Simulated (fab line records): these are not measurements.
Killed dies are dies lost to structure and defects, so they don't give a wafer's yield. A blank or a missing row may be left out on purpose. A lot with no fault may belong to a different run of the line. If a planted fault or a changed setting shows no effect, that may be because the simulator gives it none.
fab line records    flow nand-harc
record lots=5  wafers=15  last-day=32
route steps=1302 shown P_STI@107 P_GATE@110
lots untouched by any fault: they come from a run of this same line in which no faults occurred
start-h: the number of hours between the record's first day and the start of the first shown wafer of the lot    wait-h: hours since the lot's step before    " same as the row above    L1.1+2: one row covering several wafers at once    - no value, or no start given    * or withheld: withheld    < > ~ a bound
route shown NAME@n: NAME is a module with steps in the file, n the number in the route of the first one    usual: the fault-free wafers' mean and standard deviation    same: alike in all rows    chamber/n: place in a boat    sites: each site's reading    _std_site: standard deviation of those values    _edge_site: outer sites' mean less inner sites'    radius-mm: how far each site lies from the wafer's centre    mask NAME#n: copy n    behind: the tool/chamber that last shaped the wafer    hold: the reason the lot was held/the length of the hold in hours/how it ended    device: the n, p or np transistor that did not switch    end of line: the same wafers' tests at the end of the route    a step with no rows: only its recipe    killed: at the first sort, the dies lost to defects and structure; wafer yield is something else    map: dies across one wafer; x = killed, . = not, _ = none there
set.NAME: the setting as run; set.NAME@STEP: as run at that earlier step    model.NAME: the simulator's own value behind a step, which no gauge read
a table for each step, a row for each wafer; lots at some steps of the route
services: when a tool's chamber went out of use (start-h, in hours from the record's first day, below 0 if earlier), for how many hours, and the reason
## steps
# step NHARC_P_STI_SRD_39
# step NHARC_P_STI_OXIDE_40
# recipe target-thk-a=100  temp-c=900  ox-time-s=1362  material=SiO2
# step NHARC_P_STI_INSPECT_25
# usual raw-defect-count=218/81
lot.wafer  tool               chamber  start-h  wait-h  raw-defect-count
L367.2     defect-inspect-01  -        150.03   0.4     173
L367.3     "                  -        "        "       367
L367.6     "                  -        "        "       165
L368.1     defect-inspect-02  -        157.38   0.4     370
L368.2     "                  -        "        "       148
L368.4     "                  -        "        "       231
L378.2     defect-inspect-02  -        249.97   0.4     260
L378.5     "                  -        "        "       205
L378.6     "                  -        "        "       105
L380.1     defect-inspect-01  -        272.91   0.4     186
L380.3     "                  -        "        "       139
L380.4     "                  -        "        "       131
L382.1     defect-inspect-01  -        290.59   0.4     179
L382.2     "                  -        "        "       191
L382.5     "                  -        "        "       228
# step NHARC_P_GATE_ETCH_69
# recipe target-depth-a=140  chemistry=dHF  material=SiO2
# step NHARC_P_GATE_PRECLEAN_70
# recipe time-s=*  temp-c=50  bath-age-min=0  chemistry=SC1
# step NHARC_P_GATE_SRD_01
# step NHARC_P_GATE_OXIDE_02
# recipe target-thk-a=375  temp-c=950  p-h2o-torr=720  ox-time-s=365  material=SiO2
# step NHARC_P_GATE_DEHYDRATE_03
# recipe temp-c=150  time-s=120
# step NHARC_P_GATE_HMDS_04
# recipe time-s=30
# step NHARC_P_GATE_COAT_05
# recipe spin-rpm=4690
# step NHARC_P_GATE_SOFTBAKE_06
# recipe temp-c=122  time-s=95
# step NHARC_P_GATE_EBR_07
# step NHARC_P_GATE_EXPOSE_08
# recipe na=0.6  dose-mj=16.75  mask-id=P_HV
# usual stage-vel-mm-s=499.93/0.24
lot.wafer  tool            chamber  start-h  wait-h  mask      stage-vel-mm-s
L367.2     krf-scanner-02  0        158.61   -       P_HVPW#0  499.59
L367.3     "               0        "        "       P_HVPW#0  499.92
L367.6     "               0        "        "       P_HVPW#0  499.91
L368.1     krf-scanner-04  0        165.63   -       P_HV#0    500.15
L368.2     "               0        "        "       P_HV#0    499.75
L368.4     "               0        "        "       P_HV#0    499.64
L378.2     krf-scanner-02  0        259.65   -       P_HV#0    500.30
L378.5     "               0        "        "       P_HV#0    499.95
L378.6     "               0        "        "       P_HV#0    500.40
L380.1     krf-scanner-04  0        281.02   -       P_HV#0    499.86
L380.3     "               0        "        "       P_HV#0    500.17
L380.4     "               0        "        "       P_HV#0    500.19
L382.1     krf-scanner-04  0        298.73   -       P_HV#0    499.83
L382.2     "               0        "        "       P_HV#0    499.65
L382.5     "               0        "        "       P_HV#0    499.58
# step NHARC_P_GATE_PEB_09
# recipe peb-temp-c=118  peb-time-s=85
# step NHARC_P_GATE_DEVELOP_10
# recipe time-s=70
# step NHARC_P_GATE_CD_MEAS_11
# recipe target-cd-nm=1640  landing-energy-ev=500
# usual cd-nm=1640.2/1.9
lot.wafer  tool       chamber  start-h  wait-h  cd-nm
L367.2     cd-sem-03  0        158.76   -       -
L367.3     "          0        "        "       -
L367.6     "          0        "        "       -
L368.1     cd-sem-02  0        165.78   -       1637.7
L368.2     "          0        "        "       1637.7
L368.4     "          0        "        "       1642.3
L378.2     cd-sem-03  0        259.80   -       1640.0
L378.5     "          0        "        "       1637.6
L378.6     "          0        "        "       1642.2
L380.1     cd-sem-02  0        281.17   -       1643.0
L380.3     "          0        "        "       1638.4
L380.4     "          0        "        "       1639.2
L382.1     cd-sem-01  0        298.89   -       1640.7
L382.2     "          0        "        "       1640.3
L382.5     "          0        "        "       1641.6
# step NHARC_P_GATE_HARDBAKE_12
# recipe temp-c=125  time-s=80
## services
tool            chamber  start-h  hours  kind
krf-scanner-04  -        171.47   3.7    repair
krf-scanner-02  0        174.07   -      calibration
krf-scanner-04  -        182.00   4.0    pm
krf-scanner-04  -        192.15   1.2    repair
krf-scanner-04  0        218.90   -      calibration
krf-scanner-04  -        257.50   8.4    repair
krf-scanner-02  -        296.34   4.0    pm
## key
first-sign step=NHARC_P_GATE_EXPOSE_08  reading=mask  direction=changed
effect step=NHARC_P_GATE_CD_MEAS_11  reading=cd-nm  direction=missing
met-at NHARC_P_GATE_EXPOSE_08
struck-wafers L367.2,L367.3,L367.6
later-rows-left-out L367.2,L367.3,L367.6
sort-left-out L367.2,L367.3,L367.6
tester-left-out L367
fault kind=wrong-mask  tool=any  chamber=-  onset-h=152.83  steps=NHARC_P_GATE_EXPOSE_08  aux-copy=P_HVPW#0  scope=struck-lots-only
# tester-left-out: of these lots the tester's yield and bins aren't shown, on N5 and GAA mostly nor the transistor test; their killed dies are dies lost to structure and defects alone, not to doping, threshold or leakage, so they don't give the yield
# sort-left-out: the simulated sort isn't trusted on such a fault, so these wafers' sort isn't shown, and their yield isn't known
# later-rows-left-out: the simulator's readings of these wafers behind a module that went badly wrong aren't trusted and aren't shown, but for the sort
